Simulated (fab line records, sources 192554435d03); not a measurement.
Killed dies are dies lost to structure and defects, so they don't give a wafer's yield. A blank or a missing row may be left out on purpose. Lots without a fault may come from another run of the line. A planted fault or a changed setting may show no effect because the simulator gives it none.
Chamber matching | flow n5_finfet | N5_BEOL_M2_DESCUM_33 on rie_diel-05: 4 sister chambers
The step chemistry O2, time 7 s. 16 wafers are shown with their chamber, then 8 later ones without.

WAFERS WITH THEIR CHAMBER
wafer  | chamber | throttle_valve_pct (%) | showerhead_plenum_p_Torr (Torr) | drypump_motor_current_A (A)
L076.1 | 0       | 20.01                  | 2.05                            | 5.9
L076.3 | 1       | 20.67                  | 2.12                            | 5.2
L076.4 | 3       | 20.38                  | 2.16                            | 4.8
L079.1 | 2       | 20.25                  | 2.24                            | 5.5
L079.4 | 3       | 20.40                  | 2.16                            | 4.8
L079.6 | 3       | 20.39                  | 2.16                            | 4.8
L081.1 | 3       | 20.39                  | 2.15                            | 4.8
L081.2 | 2       | 20.25                  | 2.23                            | 5.5
L081.5 | 2       | 20.24                  | 2.23                            | 5.6
L084.2 | 2       | 20.29                  | 2.23                            | 5.6
L084.4 | 1       | 20.71                  | 2.12                            | 5.2
L084.5 | 1       | 20.71                  | 2.11                            | 5.2
L086.1 | 2       | 20.27                  | 2.23                            | 5.6
L086.2 | 3       | 20.41                  | 2.15                            | 4.9
L086.3 | 1       | 20.72                  | 2.11                            | 5.2
L092.2 | 1       | 20.74                  | 2.11                            | 5.2

SIGNATURES (means of the wafers above)
reading                  | chamber 0 | chamber 1 | chamber 2 | chamber 3 | scatter within a chamber
throttle_valve_pct       | 20.0100   | 20.7100   | 20.2600   | 20.3940   | 0.0198
showerhead_plenum_p_Torr | 2.0500    | 2.1140    | 2.2320    | 2.1560    | 0.00516
drypump_motor_current_A  | 5.900     | 5.200     | 5.560     | 4.820     | 0.0408
Rule: a wafer's distance from a chamber is the root of the sum, over the readings, of the square of ((its reading less the chamber's mean) divided by the reading's scatter). The wafer belongs to the nearest chamber; if the next one is less than 2 further off, it can't be placed. The scatter: the root of (the sum of the squares of (reading less its chamber's mean) over the shown wafers, divided by (wafers less chambers)).

WAFERS WITHOUT THEIR CHAMBER
wafer  | throttle_valve_pct (%) | showerhead_plenum_p_Torr (Torr) | drypump_motor_current_A (A)
L092.3 | 20.04                  | 2.04                            | 5.9
L092.5 | 20.72                  | 2.11                            | 5.2
L093.1 | 20.43                  | 2.14                            | 4.8
L093.4 | 20.75                  | 2.11                            | 5.2
L093.6 | 20.73                  | 2.11                            | 5.2
L097.2 | 20.06                  | 2.03                            | 5.9
L097.3 | 20.31                  | 2.22                            | 5.5
L097.4 | 20.44                  | 2.14                            | 4.8

WHICH CHAMBER EACH WENT THROUGH
wafer  | from the rows above | in truth
L092.3 | 0                   | 0
L092.5 | 1                   | 1
L093.1 | 3                   | 3
L093.4 | 1                   | 1
L093.6 | 1                   | 1
L097.2 | 0                   | 0
L097.3 | 2                   | 2
L097.4 | 3                   | 3
Placed correctly: 8 of 8. Can't be placed from these rows: 0. Placed wrongly: 0.
